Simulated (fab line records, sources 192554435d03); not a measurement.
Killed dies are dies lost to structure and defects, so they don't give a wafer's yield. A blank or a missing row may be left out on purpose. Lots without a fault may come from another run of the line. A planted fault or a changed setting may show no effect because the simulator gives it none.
Which tool did it? | flow n5_finfet | 23 lots, 69 wafers sampled, at 4 steps of a route of 1938

WHAT THE GAUGES READ, wafer by wafer
N5_BEOL_M0_SAQP_INSPECT_16: inspects for defects (brightfield).
lot  | measured     | on                | raw_defect_count
L075 | day 5 22:38  | defect_inspect-02 | 415 529 466
L076 | day 6 02:34  | defect_inspect-01 | 480 358 376
L077 | day 6 08:00  | defect_inspect-02 | 554 543 479
L078 | day 6 13:23  | defect_inspect-01 | 582 585 355
L079 | day 6 15:19  | defect_inspect-02 | 508 609 549
L080 | day 7 03:14  | defect_inspect-01 | 472 573 493
L081 | day 7 06:35  | defect_inspect-02 | 463 730 444
L082 | day 7 14:05  | defect_inspect-01 | 308 478 597
L084 | day 7 22:59  | defect_inspect-02 | 544 520 558
L083 | day 8 00:43  | defect_inspect-01 | 528 962 680
L085 | day 8 07:10  | defect_inspect-02 | 339 642 564
L086 | day 8 12:00  | defect_inspect-01 | 673 450 691
L087 | day 8 15:48  | defect_inspect-02 | 501 390 506
L088 | day 8 21:41  | defect_inspect-02 | 358 411 358
L089 | day 9 07:24  | defect_inspect-01 | 420 438 470
L090 | day 9 10:29  | defect_inspect-01 | 357 308 306
L091 | day 9 16:15  | defect_inspect-01 | 799 777 487
L092 | day 10 03:34 | defect_inspect-02 | 441 485 344
L093 | day 10 07:44 | defect_inspect-02 | 413 449 478
L094 | day 10 11:08 | defect_inspect-01 | 367 352 526
L095 | day 10 19:25 | defect_inspect-01 | 264 440 420
L096 | day 10 22:56 | defect_inspect-02 | 456 423 284
L097 | day 11 04:22 | defect_inspect-02 | 628 345 555

N5_BEOL_M0_SAQP_CD_MEAS_40: target cd 30 nm.
lot  | measured     | on        | cd_nm (nm)
L075 | day 6 03:07  | cd_sem-01 | 29.73 29.91 29.69
L076 | day 6 08:12  | cd_sem-01 | 30.18 29.83 30.33
L077 | day 6 12:05  | cd_sem-03 | 30.05 30.25 30.27
L078 | day 6 18:36  | cd_sem-02 | 30.06 30.36 29.64
L079 | day 6 20:48  | cd_sem-02 | 30.05 30.24 30.32
L080 | day 7 07:43  | cd_sem-02 | 30.24 29.81 30.23
L081 | day 7 10:37  | cd_sem-01 | 30.18 29.77 30.09
L082 | day 7 18:06  | cd_sem-02 | 29.92 30.23 30.12
L084 | day 8 02:47  | cd_sem-01 | 29.99 30.08 29.97
L083 | day 8 04:59  | cd_sem-02 | 29.96 29.90 29.98
L085 | day 8 11:19  | cd_sem-02 | 30.05 29.80 29.72
L086 | day 8 15:55  | cd_sem-01 | 30.12 29.53 29.77
L087 | day 8 19:43  | cd_sem-01 | 29.87 29.57 29.88
L088 | day 9 01:53  | cd_sem-02 | 30.03 29.73 30.22
L089 | day 9 11:12  | cd_sem-03 | 29.44 29.43 29.45
L090 | day 9 14:17  | cd_sem-02 | 30.04 30.07 30.29
L091 | day 9 20:29  | cd_sem-03 | 29.71 29.33 29.94
L092 | day 10 08:02 | cd_sem-02 | 30.26 29.80 29.84
L093 | day 10 12:05 | cd_sem-01 | 30.66 30.47 29.98
L094 | day 10 15:46 | cd_sem-02 | 30.16 29.93 29.88
L095 | day 10 23:21 | cd_sem-01 | 30.00 30.24 29.97
L096 | day 11 03:52 | cd_sem-01 | 30.32 29.89 29.64
L097 | day 11 08:19 | cd_sem-01 | 30.01 30.00 29.60

WHICH TOOL RAN EACH LOT (tool, then ch and the chambers of the sampled wafers, then the start)
lot  | N5_BEOL_M0_SAQP_PECVD_00        | N5_BEOL_M0_SAQP_STRIP_86
L075 | pecvd-01 ch 0,1,2, day 5 21:28  | rie_diel-03 ch 0,2, day 5 23:28
L076 | pecvd-02 ch 1,2, day 6 00:28    | rie_diel-03 ch 0,2, day 6 03:02
L077 | pecvd-04 ch 1,2, day 6 05:37    | rie_diel-03 ch 0,1,2, day 6 08:25
L078 | pecvd-02 ch 0,1, day 6 11:11    | rie_diel-03 ch 0,1, day 6 13:48
L079 | pecvd-02 ch 0,1, day 6 14:11    | rie_diel-04 ch 0,1, day 6 15:43
L080 | pecvd-01 ch 0,2, day 7 01:28    | rie_diel-05 ch 0,2,3, day 7 03:38
L081 | pecvd-01 ch 0,2, day 7 04:58    | rie_diel-05 ch 0,2,3, day 7 07:14
L082 | pecvd-01 ch 0,1,2, day 7 12:50  | rie_diel-03 ch 1,3, day 7 14:29
L084 | pecvd-02 ch 1,2, day 7 19:39    | rie_diel-04 ch 1,2, day 7 23:24
L083 | pecvd-01 ch 0,2, day 7 22:54    | rie_diel-03 ch 0,3, day 8 01:17
L085 | pecvd-02 ch 1,2, day 8 06:12    | rie_diel-05 ch 1,2, day 8 07:41
L086 | pecvd-01 ch 0,2, day 8 09:56    | rie_diel-03 ch 0,1,3, day 8 12:26
L087 | pecvd-01 ch 0,2, day 8 13:11    | rie_diel-05 ch 1,2,3, day 8 16:13
L088 | pecvd-01 ch 0,1,2, day 8 19:01  | rie_diel-03 ch 1,3, day 8 22:13
L089 | pecvd-01 ch 1,2, day 9 06:10    | rie_diel-03 ch 0,2,3, day 9 07:49
L090 | pecvd-01 ch 0,1,2, day 9 09:10  | rie_diel-05 ch 0,2,3, day 9 10:53
L091 | pecvd-02 ch 0,1, day 9 14:41    | rie_diel-04 ch 0,3, day 9 16:40
L092 | pecvd-04 ch 0,1,2, day 10 01:17 | rie_diel-05 ch 0,1,2, day 10 04:22
L093 | pecvd-01 ch 0,1,2, day 10 04:16 | rie_diel-04 ch 0,2,3, day 10 08:09
L094 | pecvd-01 ch 0,1,2, day 10 09:26 | rie_diel-05 ch 0,1,2, day 10 11:33
L095 | pecvd-01 ch 0,1,2, day 10 17:38 | rie_diel-04 ch 0,1,3, day 10 19:55
L096 | pecvd-01 ch 0,2, day 10 20:41   | rie_diel-04 ch 1,2,3, day 10 23:34
L097 | pecvd-04 ch 0,1, day 11 02:49   | rie_diel-04 ch 0,1, day 11 04:46
- N5_BEOL_M0_SAQP_PECVD_00: deposits SiCN from 3MS/NH3, target thk 8 nm, time 14 s.
- N5_BEOL_M0_SAQP_STRIP_86: strips in N2/H2.

WHAT THE TOOLS THEMSELVES READ (means of the sampled wafers that have a number; where no wafer has one, the mark that the record gives instead)
N5_BEOL_M0_SAQP_PECVD_00.
lot  | tool     | showerhead_plenum_p_Torr (Torr) | throttle_valve_pct (%)
L075 | pecvd-01 | 3.670                           | 9.0
L076 | pecvd-02 | 3.669                           | 9.4
L077 | pecvd-04 | 3.665                           | 8.6
L078 | pecvd-02 | 3.666                           | 9.3
L079 | pecvd-02 | 3.666                           | 9.4
L080 | pecvd-01 | 3.650                           | 8.7
L081 | pecvd-01 | 3.653                           | 8.8
L082 | pecvd-01 | 3.664                           | 8.9
L084 | pecvd-02 | 3.672                           | 9.5
L083 | pecvd-01 | 3.649                           | 8.6
L085 | pecvd-02 | 3.670                           | 9.3
L086 | pecvd-01 | 3.651                           | 8.7
L087 | pecvd-01 | 3.653                           | 8.9
L088 | pecvd-01 | 3.667                           | 8.9
L089 | pecvd-01 | 3.665                           | 8.8
L090 | pecvd-01 | 3.663                           | 8.9
L091 | pecvd-02 | 3.672                           | 9.4
L092 | pecvd-04 | 3.653                           | 8.6
L093 | pecvd-01 | 3.660                           | 9.0
L094 | pecvd-01 | 3.668                           | 9.0
L095 | pecvd-01 | 3.661                           | 9.0
L096 | pecvd-01 | 3.651                           | 9.0
L097 | pecvd-04 | 3.661                           | 8.5

N5_BEOL_M0_SAQP_STRIP_86.
lot  | tool        | bias_power_w (W) | drypump_motor_current_A (A) | oes_product_au (a.u.) | rf_vpp_V (V) | showerhead_plenum_p_Torr (Torr) | throttle_valve_pct (%)
L075 | rie_diel-03 | 28.02            | 5.7                         | 0.80                  | 123.6        | 3.38                            | 18.6
L076 | rie_diel-03 | 27.99            | 5.7                         | 0.81                  | 123.0        | 3.38                            | 18.6
L077 | rie_diel-03 | 27.96            | 5.9                         | 0.79                  | 122.0        | 3.33                            | 18.7
L078 | rie_diel-03 | 28.07            | 5.8                         | 0.75                  | 122.6        | 3.26                            | 18.8
L079 | rie_diel-04 | 27.99            | 5.7                         | 0.83                  | 121.7        | 3.31                            | 19.2
L080 | rie_diel-05 | 28.00            | 5.7                         | 0.83                  | 122.2        | 3.39                            | 19.2
L081 | rie_diel-05 | 28.04            | 5.7                         | 0.82                  | 122.0        | 3.39                            | 19.2
L082 | rie_diel-03 | 28.14            | 6.0                         | 0.81                  | 120.7        | 3.33                            | 19.0
L084 | rie_diel-04 | 28.04            | 5.0                         | 0.77                  | 123.2        | 3.41                            | 19.0
L083 | rie_diel-03 | 28.05            | 5.6                         | 0.82                  | 122.1        | 3.43                            | 18.9
L085 | rie_diel-05 | 28.04            | 5.4                         | 0.87                  | 123.4        | 3.55                            | 18.8
L086 | rie_diel-03 | 27.91            | 5.8                         | 0.81                  | 122.8        | 3.38                            | 19.0
L087 | rie_diel-05 | 27.97            | 5.4                         | 0.81                  | 123.1        | 3.47                            | 18.9
L088 | rie_diel-03 | 28.07            | 6.1                         | 0.86                  | 122.5        | 3.45                            | 19.2
L089 | rie_diel-03 | 28.05            | 5.9                         | 0.83                  | 123.2        | 3.44                            | 18.8
L090 | rie_diel-05 | 27.95            | 5.8                         | 0.80                  | 122.6        | 3.38                            | 19.2
L091 | rie_diel-04 | 28.01            | 6.2                         | 0.74                  | 122.2        | 3.30                            | 18.7
L092 | rie_diel-05 | 28.07            | 5.7                         | 0.85                  | 121.2        | 3.45                            | 19.2
L093 | rie_diel-04 | 27.98            | 5.7                         | 0.73                  | 121.7        | 3.34                            | 18.8
L094 | rie_diel-05 | 28.08            | 5.7                         | 0.85                  | 122.2        | 3.45                            | 19.2
L095 | rie_diel-04 | 28.03            | 5.9                         | 0.76                  | 121.7        | 3.27                            | 19.0
L096 | rie_diel-04 | 28.06            | 5.4                         | 0.75                  | 122.3        | 3.31                            | 19.1
L097 | rie_diel-04 | 28.01            | 6.0                         | 0.76                  | 119.7        | 3.31                            | 18.9

THE ANSWER, worked out from the rows above alone
Rule: what is usual is taken from the lots themselves. Put in order of their means at a reading, lots are off if they are a third of the lots or fewer, leave a main group of 4 or more, and stand apart from it by a gap of 3 or more times the standard deviation of the main group's means; of several such gaps the widest counts. A main group whose means are all the same, to the digits that the tables above print for the reading, isn't used. A lot without any number at a reading at which 4 lots or more have one is off too. The other lots that the step has rows for count as sound. The gauges are gone through in route order, then the tools' own readings, and for those a lot's mean is taken as printed above. The first step at which some lot is off is used, and at that step the reading that is off furthest; a lot without a number counts as furthest.
No lot is off at any reading shown: from this, nothing can be told.

WHAT THE SIMULATOR HAD PUT IN
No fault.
